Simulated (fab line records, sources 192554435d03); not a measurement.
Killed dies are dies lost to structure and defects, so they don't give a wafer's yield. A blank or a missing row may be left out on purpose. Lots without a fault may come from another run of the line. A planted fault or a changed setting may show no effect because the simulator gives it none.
A struck lot beside a sound one | flow n5_finfet | 34 steps out of a route of 1938
Sound: wafers L738.3, L738.4, L738.6. Struck: wafers L754.2, L754.3, L754.4. The cause comes at the end.
At each step with rows: each side's tool, then ch and its chambers, then its first start. Under that, the readings that differ: sound wafers | struck wafers | difference of the means | sigmas: that difference in standard deviations of wafers without a fault.
alike: readings whose means differ by less than 2 such deviations, and words and numbers that are the same on both sides. not compared: withheld readings, readings that some wafer has no value for, bounds like >300 that may hide the same value, and numbers for which the record gives no deviation and whose values overlap.
The two part at a step that has a row with sigmas, a row that says differs or no value, or rows on one side only. Numbers that don't overlap but have no deviation are shown without sigmas and don't part them. A reading that every wafer of one side lacks parts them only if that side has two wafers or more.

first, 10 steps without rows for these wafers: N5_BEOL_M8_STRIP_80 (strips in N2/H2, time 10 s); N5_BEOL_M8_HM_STRIP_39 (strips TiN in peroxide tin strip, target depth 25 nm, time 158 s); N5_BEOL_M8_SRD_40 (time 30 s); N5_BEOL_M8_PRECLEAN_42 (cleans in residue remover, time 60 s); N5_BEOL_M8_SRD_43 (time 30 s); N5_BEOL_M8_CURE_75 (cures SiCOH lowk, time 120 s); N5_BEOL_M8_DEGAS_44 (time 60 s); N5_BEOL_M8_PRE_CLEAN_45 (time 30 s); N5_BEOL_M8_ALD_77 (deposits TaN, target thk 2 nm, pulse time 2 s, purge time 3 s); N5_BEOL_M8_SURFACE_TREAT_79.
N5_BEOL_M8_CVD_78: deposits Co from CCTBA/H2, target thk 2 nm, time 142.3 s.
  sound on cvd_co-01 ch 0,1, day 10 04:25; struck on cvd_co-01 ch 1,2, day 14 04:53
  not compared: since_wet_clean_h
then, 22 steps without rows for these wafers: N5_BEOL_M8_SPUTTER_48 (material Cu, target thk 10 nm, time 1.667 s); N5_BEOL_M8_ECD_50 (material Cu, target thk 300 nm); N5_BEOL_M8_ANNEAL_51 (time 90 s); N5_BEOL_M8_CMP_52 (polishes, stops on SiCOH lowk, t overpolish 6.9 s, target thk 80 nm); N5_BEOL_M8_PRE_CLEAN_55 (time 15 s); N5_BEOL_M8_DEP_56 (deposits SiCN from 3MS/NH3, target thk 10 nm, time 17.5 s); N5_BEOL_M9_ILD_DEP_00 (deposits SiCOH lowk from DEMS/porogen, target thk 308.51 nm, time 58 s); N5_BEOL_M9_CURE_71 (cures SiCOH lowk, time 240 s); N5_BEOL_M9_PECVD_70 (deposits SiO2 from TEOS/O2, target thk 20 nm, time 22.7 s); N5_BEOL_M9_HM_DEP_02 (deposits TiN, target thk 20 nm); N5_BEOL_M9_COAT_59 (time 60 s, resist thk 100 nm); N5_BEOL_M9_COAT_60 (time 60 s, resist thk 30 nm); N5_BEOL_M9_COAT_05 (resist thk 90 nm); N5_BEOL_M9_EBR_07; N5_BEOL_M9_SOFTBAKE_06 (time 60 s); N5_BEOL_M9_EXPOSE_08 (exposes mask M9); N5_BEOL_M9_PEB_09 (peb time 60 s); N5_BEOL_M9_DEVELOP_10 (develop time 30 s); N5_BEOL_M9_DESCUM_16 (chemistry O2, time 7.9 s); N5_BEOL_M9_ETCH_61 (etches SiARC in CF4, target depth 39 nm, time 65 s); N5_BEOL_M9_ETCH_62 (etches SOC in N2/H2, target depth 110 nm, overetch 22 nm, time 165 s); N5_BEOL_M9_STRIP_68 (strips in N2/H2).
-- the record jumps here: 3 days lie between the struck wafers' starts before and after (it left off in module BEOL_M9 and takes up again in module PASSIVATION, whose first step shown is number 1936 of the route) --
N5_PASSIVATION_PROBE_49:
  the record has rows for the struck wafers here (prober-01, day 16 20:55) and none for the sound ones

WHERE THEY PART
Only at N5_PASSIVATION_PROBE_49, within this record.

WHY: what the simulator had put in
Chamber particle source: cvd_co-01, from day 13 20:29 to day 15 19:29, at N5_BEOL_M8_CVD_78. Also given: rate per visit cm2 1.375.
